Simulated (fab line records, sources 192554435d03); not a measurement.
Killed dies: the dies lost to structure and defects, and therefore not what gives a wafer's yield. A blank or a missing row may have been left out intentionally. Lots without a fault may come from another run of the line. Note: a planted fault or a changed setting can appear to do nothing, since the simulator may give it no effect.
What tool caused it? :: flow n5-finfet :: 12 lots with 31 wafers sampled at 2 steps, on a route of 1938 steps

## WHAT EACH GAUGE READ, for each wafer
N5_BEOL_M12_CD_MEAS_10: the cd target is 140 nm. Usual: 141.5 nm for cd-nm, sd 2.3.
lot: L840
measured: day 10 21:20
on: cd-sem-01
cd-nm (nm): 141.6 141.5
flag: 

lot: L841
measured: day 11 12:46
on: cd-sem-01
cd-nm (nm): 145.2 141.7 141.9
flag: 

lot: L842
measured: day 12 07:24
on: cd-sem-02
cd-nm (nm): 141.9 144.2
flag: 

lot: L845
measured: day 12 09:11
on: cd-sem-01
cd-nm (nm): 139.9 143.8 138.4
flag: 

lot: L847
measured: day 12 09:25
on: cd-sem-01
cd-nm (nm): 144.0 139.6 140.8
flag: 

lot: L844
measured: day 13 10:37
on: cd-sem-03
cd-nm (nm): 140.0 142.1 139.5
flag: 

lot: L852
measured: day 14 13:32
on: cd-sem-03
cd-nm (nm): 140.1 139.6 140.2
flag: 

lot: L854
measured: day 15 00:10
on: cd-sem-03
cd-nm (nm): 143.3 141.7 143.0
flag: 

lot: L860
measured: day 16 18:31
on: cd-sem-03
cd-nm (nm): 138.0 138.1
flag: 

lot: L859
measured: day 16 20:16
on: cd-sem-03
cd-nm (nm): 140.2 142.2
flag: 

lot: L862
measured: day 17 03:10
on: cd-sem-03
cd-nm (nm): 141.7 142.5 144.1
flag: 

lot: L863
measured: day 17 06:53
on: cd-sem-02
cd-nm (nm): 140.4 140.2
flag: 

## WHICH TOOL RAN EACH LOT (tool, then ch and the chambers of the sampled wafers, then the start)
lot: L840
N5_BEOL_M11_SURFACE_TREAT_76: pvd-sputter-01, day 10 17:44

lot: L841
N5_BEOL_M11_SURFACE_TREAT_76: pvd-sputter-02, day 11 11:00

lot: L842
N5_BEOL_M11_SURFACE_TREAT_76: pvd-sputter-02, day 12 04:55

lot: L845
N5_BEOL_M11_SURFACE_TREAT_76: pvd-sputter-02, day 12 07:31

lot: L847
N5_BEOL_M11_SURFACE_TREAT_76: pvd-sputter-02, day 12 07:34

lot: L844
N5_BEOL_M11_SURFACE_TREAT_76: pvd-sputter-01, day 13 08:11

lot: L852
N5_BEOL_M11_SURFACE_TREAT_76: pvd-sputter-01, day 14 10:03

lot: L854
N5_BEOL_M11_SURFACE_TREAT_76: pvd-sputter-02, day 14 20:17

lot: L860
N5_BEOL_M11_SURFACE_TREAT_76: pvd-sputter-03, day 16 16:31

lot: L859
N5_BEOL_M11_SURFACE_TREAT_76: pvd-sputter-01, day 16 18:22

lot: L862
N5_BEOL_M11_SURFACE_TREAT_76: pvd-sputter-03, day 17 00:35

lot: L863
N5_BEOL_M11_SURFACE_TREAT_76: pvd-sputter-03, day 17 04:32
- N5_BEOL_M11_SURFACE_TREAT_76

## AS READ BY THE TOOLS THEMSELVES (means over the sampled wafers that have a number; for cases with no such wafer, the mark the record gives instead)
The record holds no such reading with a usual standard deviation.

## THE ANSWER, worked out from the rows above alone
Rule: a lot is off if the mean of its wafers that have a number lies more than 3 standard deviations from the usual mean. A lot without any number at a reading at which 4 lots or more have one is off too. The other lots that the step has rows for count as sound. First the gauges in route order, then the tools' own readings, where a lot's mean is used as printed above. The first step at which some lot is off is used, and at that step the reading that is off furthest; a lot without a number counts as furthest.
No lot is off on any of the readings shown, so nothing can be concluded from this.

## WHAT THE SIMULATOR HAD PUT IN
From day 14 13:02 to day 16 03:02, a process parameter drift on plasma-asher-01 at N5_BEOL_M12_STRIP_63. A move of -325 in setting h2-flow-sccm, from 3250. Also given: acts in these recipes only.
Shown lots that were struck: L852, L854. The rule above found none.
